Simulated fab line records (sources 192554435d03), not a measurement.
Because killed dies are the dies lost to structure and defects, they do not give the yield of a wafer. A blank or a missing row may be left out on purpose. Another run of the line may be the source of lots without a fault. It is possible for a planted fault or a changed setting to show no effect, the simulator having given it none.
Split-lot trial    flow n5Finfet    7 lots, 39 wafers read, on a route of 1938 steps

## THE SPLIT ITSELF
At N5_DUMMY_GATE_ETCH_31 (etches SiO2 in C4F6/O2, target depth 82.5 nm, time 27.5 s), the setting targetDepthA was moved away from the recipe's 825 angstrom on 15 of the 39 wafers read, by -12.8% to +10.5%. The other wafers ran this setting at the recipe's value.

Reading taken at the split's own step.

## THE READING
SOC_of_DUMMY_GATE_COAT_34.thkNm (the simulator's own value, which no gauge read), in nm, at N5_DUMMY_GATE_ETCH_31 (etches SiO2 in C4F6/O2, target depth 82.5 nm, time 27.5 s). There is no usual value for it anywhere in the file. Here, 24 wafers ran the recipe; their average is 52.0 nm with a standard deviation of 0.23 nm.

wafer   tool, chamber at the split  targetDepthA as run, angstrom  against the recipe  SOC_of_DUMMY_GATE_COAT_34.thkNm, nm  against lot-mates on the recipe
L076.1  rieDiel-04, 0               825                            recipe              52                                   -
L076.2  rieDiel-04, 2               825                            recipe              52.2                                 -
L076.3  rieDiel-04, 3               911.8                          +10.5%              51.2                                 -0.9
L076.4  rieDiel-04, 1               911.8                          +10.5%              51                                   -1.1
L076.5  rieDiel-04, 1               911.8                          +10.5%              51                                   -1.1
L076.6  rieDiel-04, 2               825                            recipe              52                                   -
L077.1  rieDiel-01, 3               825                            recipe              52                                   -
L077.2  rieDiel-01, 0               909.1                          +10.2%              51.4                                 -0.7
L077.3  rieDiel-01, 1               909.1                          +10.2%              51.4                                 -0.7
L077.4  rieDiel-01, 2               825                            recipe              52.2                                 -
L077.5  rieDiel-01, 1               825                            recipe              52.2                                 -
L077.6  rieDiel-01, 2               909.1                          +10.2%              51.6                                 -0.5
L081.1  rieDiel-06, 0               825                            recipe              52                                   -
L081.2  rieDiel-06, 1               825                            recipe              52                                   -
L081.3  rieDiel-06, 3               825                            recipe              51.6                                 -
L081.4  rieDiel-06, 2               825                            recipe              52.2                                 -
L081.5  rieDiel-06, 2               825                            recipe              52.2                                 -
L081.6  rieDiel-06, 3               825                            recipe              51.8                                 -
L083.1  rieDiel-01, 2               774.9                          -6.1%               52.6                                 +0.5
L083.2  rieDiel-01, 1               825                            recipe              52                                   -
L083.3  rieDiel-01, 3               774.9                          -6.1%               52.6                                 +0.5
L083.4  rieDiel-01, 0               774.9                          -6.1%               52.6                                 +0.5
L083.5  rieDiel-01, 1               825                            recipe              52                                   -
L083.6  rieDiel-01, 2               825                            recipe              52.2                                 -
L086.1  rieDiel-01, 2               825                            recipe              52.2                                 -
L086.4  rieDiel-01, 3               825                            recipe              52.4                                 -
L086.5  rieDiel-01, 1               825                            recipe              52.4                                 -
L088.1  rieDiel-01, 3               719.2                          -12.8%              53                                   +1.1
L088.2  rieDiel-01, 2               719.2                          -12.8%              53                                   +1.1
L088.3  rieDiel-01, 0               825                            recipe              52                                   -
L088.4  rieDiel-01, 1               825                            recipe              51.8                                 -
L088.5  rieDiel-01, 2               719.2                          -12.8%              52.8                                 +0.9
L088.6  rieDiel-01, 1               825                            recipe              51.8                                 -
L093.1  rieDiel-06, 2               825                            recipe              51.8                                 -
L093.2  rieDiel-06, 0               731.3                          -11.4%              52.8                                 +1.1
L093.3  rieDiel-06, 3               825                            recipe              51.6                                 -
L093.4  rieDiel-06, 1               731.3                          -11.4%              53                                   +1.3
L093.5  rieDiel-06, 0               731.3                          -11.4%              53                                   +1.3
L093.6  rieDiel-06, 3               825                            recipe              51.6                                 -

FIT RESULTS
A straight line over all 39 wafers: SOC_of_DUMMY_GATE_COAT_34.thkNm changes by -0.0756 nm for each +1% of targetDepthA; r = -0.92; the points scatter about the line by 0.21 nm.
The same after taking each lot's own level away (the mean of its wafers on the recipe; 39 wafers): -0.0887 nm for each +1%; r = -0.97; scatter 0.16 nm.
According to that fit, moving targetDepthA by its largest amount changes the reading by 1.1 nm.
The span of the lots' own levels, 51.67 to 52.33 nm, comes to 2.9 times the standard deviation stated above.
Thus the slope moves with the lot-to-lot level: the two fits are different.
Check: for one of the wafers moved furthest among these (-12.8%), held out of the fit, the line's prediction against its lot-mates is +1.17 nm. It came out at +1.13 nm against them.

## OTHER SPLITS APPLIED TO THESE WAFERS
Other splits were also applied to these wafers ahead of the reading. Each is held against what the fit with the lots' levels taken away leaves over:
other split on the same wafers  wafers away from the commonest value  r with SOC_of_DUMMY_GATE_COAT_34.thkNm (lot level and that fit taken away)
N5_FIN_SAQP_ETCH_65 timeS       15                                    -0.22
N5_FIN_SAQP_ETCH_64 biasW       15                                    -0.02
N5_DUMMY_GATE_ETCH_37 sourceW   15                                    +0.34

## THE WHOLE CHAIN: every reading that the file lists as answering this split, in the file's order
step                   what it does                                               reading                                                                           change (the file's fit)                 r (the file's)
N5_DUMMY_GATE_ETCH_31  etches SiO2 in C4F6/O2, target depth 82.5 nm, time 27.5 s  etch.depthNm (the simulator's own value, which no gauge read)                     +0.879 nm for each +1% of the setting   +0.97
N5_DUMMY_GATE_ETCH_31  etches SiO2 in C4F6/O2, target depth 82.5 nm, time 27.5 s  SOC_of_DUMMY_GATE_COAT_34.thkNm (the simulator's own value, which no gauge read)  -0.0892 nm for each +1% of the setting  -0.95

## THE FILE'S OWN FIT
SOC_of_DUMMY_GATE_COAT_34.thkNm changes by -0.0892 nm for each +1% of targetDepthA, r = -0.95.
